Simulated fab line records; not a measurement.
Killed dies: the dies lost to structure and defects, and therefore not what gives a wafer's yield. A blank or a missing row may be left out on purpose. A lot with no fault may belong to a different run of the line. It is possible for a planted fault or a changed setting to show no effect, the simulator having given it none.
Chamber matching || flow nand harc || cmp-02 running NHARC_P_M1_CMP_23: 4 sister chambers
The step polishes, t overpolish 20 s, target thk 157.82 nm. 8 wafers are shown with their chamber, then 6 later ones without.

== WAFERS WITH THEIR CHAMBER ==
{"wafer": "L991.5", "chamber": 0, "motor current A (A)": 11.8, "time to endpoint s (s)": 27.2}
{"wafer": "L994.3", "chamber": 2, "motor current A (A)": 11.4, "time to endpoint s (s)": 26.5}
{"wafer": "L994.5", "chamber": 1, "motor current A (A)": 12.5, "time to endpoint s (s)": 28.6}
{"wafer": "L997.1", "chamber": 0, "motor current A (A)": 11.9, "time to endpoint s (s)": 29.5}
{"wafer": "L997.2", "chamber": 1, "motor current A (A)": 12.5, "time to endpoint s (s)": 29.8}
{"wafer": "L997.6", "chamber": 3, "motor current A (A)": 12.6, "time to endpoint s (s)": 25.9}
{"wafer": "L998.2", "chamber": 3, "motor current A (A)": 12.9, "time to endpoint s (s)": 27.0}
{"wafer": "L998.4", "chamber": 2, "motor current A (A)": 11.4, "time to endpoint s (s)": 29.3}

== WAFERS WITHOUT THEIR CHAMBER ==
{"wafer": "L998.6", "motor current A (A)": 13.1, "time to endpoint s (s)": 28.4}
{"wafer": "L101.1", "motor current A (A)": 11.6, "time to endpoint s (s)": 29.7}
{"wafer": "L101.5", "motor current A (A)": 11.3, "time to endpoint s (s)": 30.2}
{"wafer": "L101.6", "motor current A (A)": 13.1, "time to endpoint s (s)": 29.1}
{"wafer": "L110.3", "motor current A (A)": 10.6, "time to endpoint s (s)": 26.8}
{"wafer": "L110.5", "motor current A (A)": 12.5, "time to endpoint s (s)": 27.6}

== WHICH CHAMBER EACH WENT THROUGH ==
{"wafer": "L998.6", "from the rows above": "can't be placed: 3 or 1", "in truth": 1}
{"wafer": "L101.1", "from the rows above": "can't be placed: 2 or 0", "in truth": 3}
{"wafer": "L101.5", "from the rows above": 2, "in truth": 2}
{"wafer": "L101.6", "from the rows above": "can't be placed: 3 or 1", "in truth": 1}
{"wafer": "L110.3", "from the rows above": 2, "in truth": 2}
{"wafer": "L110.5", "from the rows above": "can't be placed: 1 or 3", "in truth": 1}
Correctly placed: 2 of 6. From these rows, 4 cannot be placed; in 3 the true chamber is one of the candidates. Placed wrongly: 0.
How it was worked out, from the rows above alone: a wafer's distance from a chamber is the root of the sum, over the readings, of the square of ((its reading less the chamber's mean) divided by the reading's scatter). If the next closest chamber is less than 2 further off than the closest, the wafer can't be placed; otherwise it belongs to the closest. The mean given for a chamber averages the wafers shown for that chamber. How the scatter is found: for the shown wafers, subtract from each reading the mean of its chamber, square and add these, divide the total by (wafers less chambers), then take the root.
